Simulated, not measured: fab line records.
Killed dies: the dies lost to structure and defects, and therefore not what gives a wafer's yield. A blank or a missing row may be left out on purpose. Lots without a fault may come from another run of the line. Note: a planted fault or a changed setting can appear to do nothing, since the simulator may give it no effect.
2 desks looking at one fault || flow nandHarc || each desk has only its own numbers; what lay behind them comes last

AT THE METROLOGY DESK
Means of the sampled wafers that have a number, per lot and without regard to the tool the lot ran on: this is what the gauges read. Any lot whose mean is over 4 standard deviations away from the usual mean is out of limits and marked OUT; that distance is given in the brackets.
Columns: A = thkNm at NHARC_A_ONON_D2_THK_MEAS_11, usual 998 nm; B = thkNm at NHARC_A_ONON_D2_THK_MEAS_18, usual 996 nm
{"lot": "L278", "first seen here": "day 12 15:05", "A": 992, "B": 997}
{"lot": "L279", "first seen here": "day 12 15:05", "A": 1014, "B": 996}
{"lot": "L280", "first seen here": "day 13 12:56", "A": 984, "B": 1001}
{"lot": "L284", "first seen here": "day 14 12:25", "A": 987, "B": 975}
{"lot": "L286", "first seen here": "day 15 22:32", "A": 1001, "B": 1005}
{"lot": "L287", "first seen here": "day 16 14:35", "A": 992, "B": 999}
{"lot": "L290", "first seen here": "day 17 12:04", "A": 1000, "B": 998}
{"lot": "L291", "first seen here": "day 18 13:36", "A": 984, "B": "1110 (+15) OUT"}
{"lot": "L292", "first seen here": "day 18 19:02", "A": 1008, "B": "1107 (+15) OUT"}
{"lot": "L296", "first seen here": "day 19 20:09", "A": 1000, "B": 992}
{"lot": "L299", "first seen here": "day 21 18:11", "A": 1010, "B": 997}
{"lot": "L300", "first seen here": "day 22 02:39", "A": 991, "B": 1002}
{"lot": "L301", "first seen here": "day 22 06:44", "A": 994, "B": 1004}
This desk finds L291, L292 out of limits, L291 being first, at day 18 21:53 (thkNm at NHARC_A_ONON_D2_THK_MEAS_18). L278, L279, L280, L284, L286, L287, L290, L296, L299, L300, L301 stayed within limits.

THE TOOL OWNER'S DESK: pecvdOnon-01
The tool's own readings at NHARC_A_ONON_D2_DEP_16 (target thk 1000 nm): means of the sampled wafers that have a number, for each lot that ran on this tool. Any lot whose mean is over 4 standard deviations away from the usual mean is out of limits and marked OUT; that distance is given in the brackets.
Columns: A = susceptorTempC at NHARC_A_ONON_D2_DEP_16, usual 399.98 C
{"lot": "L279", "first seen here": "day 12 22:38", "A": 399.82}
{"lot": "L280", "first seen here": "day 13 23:16", "A": 399.75}
{"lot": "L284", "first seen here": "day 14 20:37", "A": 400.09}
{"lot": "L286", "first seen here": "day 16 06:19", "A": 399.98}
{"lot": "L290", "first seen here": "day 17 19:30", "A": 399.84}
{"lot": "L291", "first seen here": "day 18 21:26", "A": 399.98}
{"lot": "L292", "first seen here": "day 19 02:51", "A": 400.07}
{"lot": "L299", "first seen here": "day 22 02:01", "A": 400.07}
{"lot": "L300", "first seen here": "day 22 12:46", "A": 400.35}
This desk found nothing out of limits on any of the 9 lots.

ALL TOGETHER
At day 18 21:53 the metrology desk could have sounded an alarm, on L291, L292.
The tool owner's desk saw nothing out of limits.
The tool owner's desk has L291, L292 on record, within its limits.
Every lot named ran NHARC_A_ONON_D2_DEP_16 on pecvdOnon-01.

WHAT THE SIMULATOR PUT IN
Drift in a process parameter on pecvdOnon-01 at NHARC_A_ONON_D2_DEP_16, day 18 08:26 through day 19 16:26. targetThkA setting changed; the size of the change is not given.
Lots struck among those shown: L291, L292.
Per desk, hours elapsed from the start of the fault to the first reading out of limits: for the metrology desk, 13.
